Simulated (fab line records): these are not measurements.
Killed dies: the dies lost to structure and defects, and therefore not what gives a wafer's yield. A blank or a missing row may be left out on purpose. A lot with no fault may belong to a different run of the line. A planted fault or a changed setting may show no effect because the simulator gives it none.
Which tool was responsible?    flow nand-harc    15 lots with 45 wafers sampled at 2 steps, on a route of 1159 steps

## WHAT EACH GAUGE READ, for each wafer
NHARC_P_BONDPAD_OVL_MEAS_38. Usual: overlay-x-nm 1 nm, standard deviation 6.8; overlay-y-nm 1 nm, standard deviation 7.4.
lot   measured      on          overlay-x-nm (nm)  overlay-y-nm (nm)  flag
L690  day 6 03:59   overlay-01  20 20 19           12 12 11           
L691  day 6 14:16   overlay-02  -6 -7 -6           2 2 2              
L693  day 7 03:31   overlay-02  -11 -11 -11        0 0 0              
L692  day 7 04:19   overlay-01  -3 -3 -3           -3 -2 -3           
L697  day 8 11:01   overlay-02  3 3 3              3 4 3              
L702  day 9 13:04   overlay-02  -7 -6 -6           9 9 9              
L703  day 10 00:55  overlay-01  2 2 2              3 3 2              
L705  day 10 01:17  overlay-02  8 8 8              1 1 1              
L704  day 10 01:49  overlay-02  8 8 8              -15 -15 -15        
L707  day 10 12:00  overlay-02  4 4 3              -15 -15 -15        
L709  day 11 07:33  overlay-02  1 1 1              9 9 9              
L711  day 11 08:34  overlay-02  6 6 5              -6 -5 -6           
L708  day 11 08:51  overlay-02  9 8 9              4 4 4              
L712  day 11 18:36  overlay-01  4 5 5              3 3 3              
L713  day 11 19:21  overlay-02  1 1 1              8 8 7              

NHARC_A_ZERO_WELL_CD_MEAS_10: the cd target is 2000 nm. Usual: cd-nm reads 2000.6 nm (standard deviation 1.3).
lot   measured      on         cd-nm (nm)            flag
L690  day 6 07:59   cd-sem-01  2001.2 1999.8 1998.9  
L691  day 6 18:12   cd-sem-03  2001.1 2001.1 2000.9  
L693  day 7 07:35   cd-sem-03  1999.6 1999.6 1997.2  
L692  day 7 08:23   cd-sem-02  2000.1 2001.0 2001.0  
L697  day 8 15:02   cd-sem-02  2001.7 1999.4 2001.4  
L702  day 9 17:04   cd-sem-01  2003.2 2001.9 1999.5  
L703  day 10 06:35  cd-sem-03  2000.7 1999.7 2000.3  
L705  day 10 06:46  cd-sem-02  2000.8 2002.0 2000.4  
L704  day 10 06:56  cd-sem-02  2000.0 2001.3 2001.5  
L707  day 10 16:19  cd-sem-03  2000.9 2001.0 1999.0  
L709  day 11 11:36  cd-sem-02  1998.9 2002.1 2001.4  
L711  day 11 12:50  cd-sem-03  1998.0 2001.3 1999.2  
L708  day 11 13:11  cd-sem-01  2001.6 2000.7 2001.5  
L712  day 11 22:29  cd-sem-01  2001.0 2000.8 1999.6  
L713  day 11 23:28  cd-sem-02  2001.3 2001.7 2001.8  

## WHICH TOOL RAN EACH LOT (tool, then ch and the chambers of the sampled wafers, then the start)
No process step before these readings appears in the record.

## WHAT THE TOOLS THEMSELVES READ (means of the sampled wafers that have a number; where no wafer has one, the mark that the record gives instead)
The record holds no such reading with a usual standard deviation.

## THE ANSWER, worked out from the rows above alone
Rule: a lot counts as off when the mean over its wafers that have a number is more than 3 standard deviations away from the usual mean. A lot without any number at a reading at which 4 lots or more have one is off too. Any other lot the step has rows for is counted as sound. After the gauges, taken in route order, come the tools' own readings; for these a lot's mean is taken, as printed above. At the first step where some lot is off, the reading lying furthest off is the one used; lots without a number count as furthest.
No lot is off at any reading shown: from this, nothing can be told.

## WHAT THE SIMULATOR HAD PUT IN
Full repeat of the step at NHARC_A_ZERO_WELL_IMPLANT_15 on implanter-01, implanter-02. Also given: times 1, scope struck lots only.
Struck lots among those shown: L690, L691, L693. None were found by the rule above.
